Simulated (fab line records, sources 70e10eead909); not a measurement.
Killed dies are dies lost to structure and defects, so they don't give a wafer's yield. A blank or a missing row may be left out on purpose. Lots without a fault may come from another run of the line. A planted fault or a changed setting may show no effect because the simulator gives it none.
fab line records | flow nand_harc | part 2 of 2: steps 23 to 34 of 34
record lots=5 wafers=15 last_day=29
route steps=1302 shown A_CONTACT@1085 A_BLC@1107
lots that met no fault: from a run of the same line without faults
start_h: hours from the record's first day to the start of the lot's first wafer shown | wait_h: hours since the lot's step before | " the same as in the row above | L1.1+2: a row that stands for several wafers | - no value, or no start given | * or withheld: withheld | < > ~ a bound
route shown NAME@n: a module of which the file shows steps, and the number in the route of the first | usual: mean/standard deviation of fault-free wafers | same: alike in all rows | chamber/n: place in a boat | sites: the reading at each site | _std_site: their standard deviation | _edge_site: outer sites' mean less inner sites' | radius_mm: how far each site lies from the wafer's centre | mask NAME#n: copy n | behind: the tool/chamber that last shaped the wafer | hold: why the lot was held/for how many hours/how that ended | device: the transistor (n, p or np) that didn't switch | end of line: the same wafers' tests at the end of the route | a step without rows: its recipe alone | killed: dies lost to structure and defects at the first sort, not the wafer's yield | map: a wafer's dies, x killed, . not, _ none there
set.NAME: the setting as run; set.NAME@STEP: as run at that earlier step | model.NAME: the simulator's own value behind a step, which no gauge read
lots at some steps of the route; a table a step, a row a wafer
services: from which hour (start_h, from the record's first day; less than 0 if before it) a tool's chamber was out of use, for how many hours, and why
## steps
# step NHARC_A_BLC_HMDS_01
# recipe time_s=30
# columns lot.wafer tool chamber start_h wait_h
L074.1+2+3 litho_track-06 0 - -
L077.2+3+5 litho_track-06 0 - -
L079.2+4+6 litho_track-01 0 - -
L083.3+5+6 litho_track-04 0 - -
L086.1+3+4 litho_track-01 0 - -
# step NHARC_A_BLC_COAT_02
# recipe temp_c=260 time_s=75
# usual plate_temp_C=260.01/0.17
# columns lot.wafer tool chamber start_h wait_h plate_temp_C
L074.1 litho_track-06 0 - - 259.98
L074.2 " 0 " " 260.02
L074.3 " 0 " " 259.97
L077.2 litho_track-06 0 - - 260.08
L077.3 " 0 " " 259.96
L077.5 " 0 " " 260.23
L079.2 litho_track-01 0 - - 259.98
L079.4 " 0 " " 259.79
L079.6 " 0 " " 260.27
L083.3 litho_track-04 0 - - 260.15
L083.5 " 0 " " 260.28
L083.6 " 0 " " 260.41
L086.1 litho_track-01 0 - - 260.03
L086.3 " 0 " " 260.24
L086.4 " 0 " " 259.99
# step NHARC_A_BLC_COAT_03
# recipe temp_c=225 time_s=65
# usual plate_temp_C=224.98/0.19
# columns lot.wafer tool chamber start_h wait_h plate_temp_C
L074.1 litho_track-06 0 - - 224.79
L074.2 " 0 " " 225.19
L074.3 " 0 " " 225.05
L077.2 litho_track-06 0 - - 225.00
L077.3 " 0 " " 225.15
L077.5 " 0 " " 224.96
L079.2 litho_track-01 0 - - 225.09
L079.4 " 0 " " 225.18
L079.6 " 0 " " 225.14
L083.3 litho_track-04 0 - - 224.64
L083.5 " 0 " " 224.84
L083.6 " 0 " " 224.57
L086.1 litho_track-01 0 - - 224.87
L086.3 " 0 " " 224.83
L086.4 " 0 " " 224.96
# step NHARC_A_BLC_COAT_04
# recipe spin_rpm=1500 resist_thk_nm=90
# columns lot.wafer tool chamber start_h wait_h
L074.1+2+3 litho_track-06 0 - -
L077.2+3+5 litho_track-06 0 - -
L079.2+4+6 litho_track-01 0 - -
L083.3+5+6 litho_track-04 0 - -
L086.1+3+4 litho_track-01 0 - -
# step NHARC_A_BLC_SOFTBAKE_05
# recipe temp_c=105 time_s=55
# usual plate_temp_C=104.98/0.14
# columns lot.wafer tool chamber start_h wait_h plate_temp_C
L074.1 litho_track-06 0 - - 104.71
L074.2 " 0 " " 104.86
L074.3 " 0 " " 104.91
L077.2 litho_track-06 0 - - 105.04
L077.3 " 0 " " 104.94
L077.5 " 0 " " 105.10
L079.2 litho_track-01 0 - - 104.84
L079.4 " 0 " " 104.86
L079.6 " 0 " " 104.89
L083.3 litho_track-04 0 - - 105.11
L083.5 " 0 " " 105.03
L083.6 " 0 " " 105.05
L086.1 litho_track-01 0 - - 105.24
L086.3 " 0 " " 105.12
L086.4 " 0 " " 105.27
# step NHARC_A_BLC_EBR_06
# columns lot.wafer tool chamber start_h wait_h
L074.1+2+3 litho_track-06 0 - -
L077.2+3+5 litho_track-06 0 - -
L079.2+4+6 litho_track-01 0 - -
L083.3+5+6 litho_track-04 0 - -
L086.1+3+4 litho_track-01 0 - -
# step NHARC_A_BLC_EXPOSE_07
# recipe na=1.35 target_cd_nm=100 dose_mj=67.97 mask_id=A_BLC
# usual reticle_temp_C=22.99/0.098
# columns lot.wafer tool chamber start_h wait_h mask reticle_temp_C
L074.1 arfi_scanner-03 0 515.13 - A_BLC#0 23.01
L074.2 " 0 " " A_BLC#0 23.02
L074.3 " 0 " " A_BLC#0 23.22
L077.2 arfi_scanner-03 0 546.72 - A_BLC#0 22.96
L077.3 " 0 " " A_BLC#0 22.98
L077.5 " 0 " " A_BLC#0 23.00
L079.2 arfi_scanner-03 0 548.34 - A_BLC#0 23.17
L079.4 " 0 " " A_BLC#0 22.98
L079.6 " 0 " " A_BLC#0 23.07
L083.3 arfi_scanner-01 0 589.88 - A_BLC#0 23.13
L083.5 " 0 " " A_BLC#0 23.04
L083.6 " 0 " " A_BLC#0 22.93
L086.1 arfi_scanner-02 0 642.60 - A_BLC#0 22.98
L086.3 " 0 " " A_BLC#0 22.99
L086.4 " 0 " " A_BLC#0 23.16
# step NHARC_A_BLC_PEB_08
# recipe peb_temp_c=100 peb_time_s=65
# usual plate_temp_C=99.99/0.12
# columns lot.wafer tool chamber start_h wait_h plate_temp_C
L074.1 litho_track-04 0 515.19 0.1 100.06
L074.2 " 0 " " 99.91
L074.3 " 0 " " 100.02
L077.2 litho_track-04 0 546.78 0.1 99.96
L077.3 " 0 " " 100.01
L077.5 " 0 " " 99.89
L079.2 litho_track-06 0 548.39 0.1 100.14
L079.4 " 0 " " 100.03
L079.6 " 0 " " 100.21
L083.3 litho_track-01 0 589.93 0.0 99.83
L083.5 " 0 " " 99.95
L083.6 " 0 " " 99.95
L086.1 litho_track-04 0 642.66 0.1 99.81
L086.3 " 0 " " 99.94
L086.4 " 0 " " 99.91
# step NHARC_A_BLC_DEVELOP_09
# recipe develop_time_s=35 dev_temp_c=23
# columns lot.wafer tool chamber start_h wait_h
L074.1+2+3 litho_track-04 0 - -
L077.2+3+5 litho_track-04 0 - -
L079.2+4+6 litho_track-06 0 - -
L083.3+5+6 litho_track-01 0 - -
L086.1+3+4 litho_track-04 0 - -
# step NHARC_A_BLC_CD_MEAS_10
# recipe target_cd_nm=100 landing_energy_ev=500
# usual cd_nm=99.8/0.58
# columns lot.wafer tool chamber start_h wait_h cd_nm
L074.1 cd_sem-02 0 515.27 - 99.5
L074.2 " 0 " " 100.0
L074.3 " 0 " " 100.4
L077.2 cd_sem-02 0 546.86 - 100.0
L077.3 " 0 " " 100.4
L077.5 " 0 " " 99.4
L079.2 cd_sem-03 0 548.47 - 100.6
L079.4 " 0 " " 99.9
L079.6 " 0 " " 99.9
L083.3 cd_sem-03 0 590.01 - 100.2
L083.5 " 0 " " 99.3
L083.6 " 0 " " 100.1
L086.1 cd_sem-01 0 642.74 - 100.3
L086.3 " 0 " " 100.2
L086.4 " 0 " " 99.4
# step NHARC_A_BLC_OVL_MEAS_11
# usual overlay_x_nm=0.1/0.92 overlay_y_nm=-0.2/0.8
# columns lot.wafer tool chamber start_h wait_h overlay_x_nm overlay_y_nm
L074.1 overlay-01 - 515.36 - -0.1 0.3
L074.2 " - " " -0.3 0.2
L074.3 " - " " 0.0 0.0
L077.2 overlay-01 - 546.94 - -1.9 -0.2
L077.3 " - " " -1.9 0.5
L077.5 " - " " -1.8 -0.2
L079.2 overlay-02 - 548.56 - 0.2 -0.7
L079.4 " - " " 0.8 -0.1
L079.6 " - " " 0.1 -0.1
L083.3 overlay-01 - 590.10 - 0.8 0.0
L083.5 " - " " 0.9 -0.6
L083.6 " - " " 0.8 -0.4
L086.1 overlay-01 - 642.83 - -0.6 -0.4
L086.3 " - " " 0.3 0.4
L086.4 " - " " 0.5 0.1
# step NHARC_A_BLC_INSPECT_12
# usual raw_defect_count=91/36
# columns lot.wafer tool chamber start_h wait_h raw_defect_count
L074.1 defect_inspect-01 - 515.39 0.0 118
L074.2 " - " " 149
L074.3 " - " " 146
L077.2 defect_inspect-02 - 546.98 0.0 28
L077.3 " - " " 23
L077.5 " - " " 30
L079.2 defect_inspect-01 - 548.60 0.0 109
L079.4 " - " " 104
L079.6 " - " " 96
L083.3 defect_inspect-01 - 590.14 0.0 87
L083.5 " - " " 84
L083.6 " - " " 104
L086.1 defect_inspect-02 - 642.86 0.0 68
L086.3 " - " " 66
L086.4 " - " " 54
## services
# columns tool chamber start_h hours kind
cmp-01 - 490.58 1.8 repair
har_cap_etch-01 - 497.01 17.0 pm
litho_track-01 - 505.00 7.0 pm
wet_bench-06 - 505.95 1.1 repair
cmp-01 - 506.50 1.2 repair
ald_metal-01 3 507.98 3.1 repair
wet_bench-07 - 512.00 8.0 pm
cmp-01 - 512.11 4.0 pm
litho_track-06 - 529.00 7.0 pm
har_cap_etch-01 - 532.44 0.2 repair
cvd_w-01 - 547.00 13.0 pm
rie_diel-08 - 549.95 9.0 pm
litho_track-04 - 553.00 7.0 pm
arfi_scanner-03 - 556.99 0.4 repair
rie_diel-01 - 559.61 9.0 pm
rie_diel-08 3 561.34 3.8 repair
arfi_scanner-03 - 569.67 4.0 pm
rie_diel-08 2 573.35 5.6 repair
wet_bench-02 - 596.05 8.0 pm
cvd_w-01 1 611.03 1.7 repair
arfi_scanner-03 - 616.97 1.1 repair
arfi_scanner-03 - 622.31 5.5 repair
cvd_w-01 0 627.22 4.2 repair
rie_diel-01 1 638.78 4.6 repair
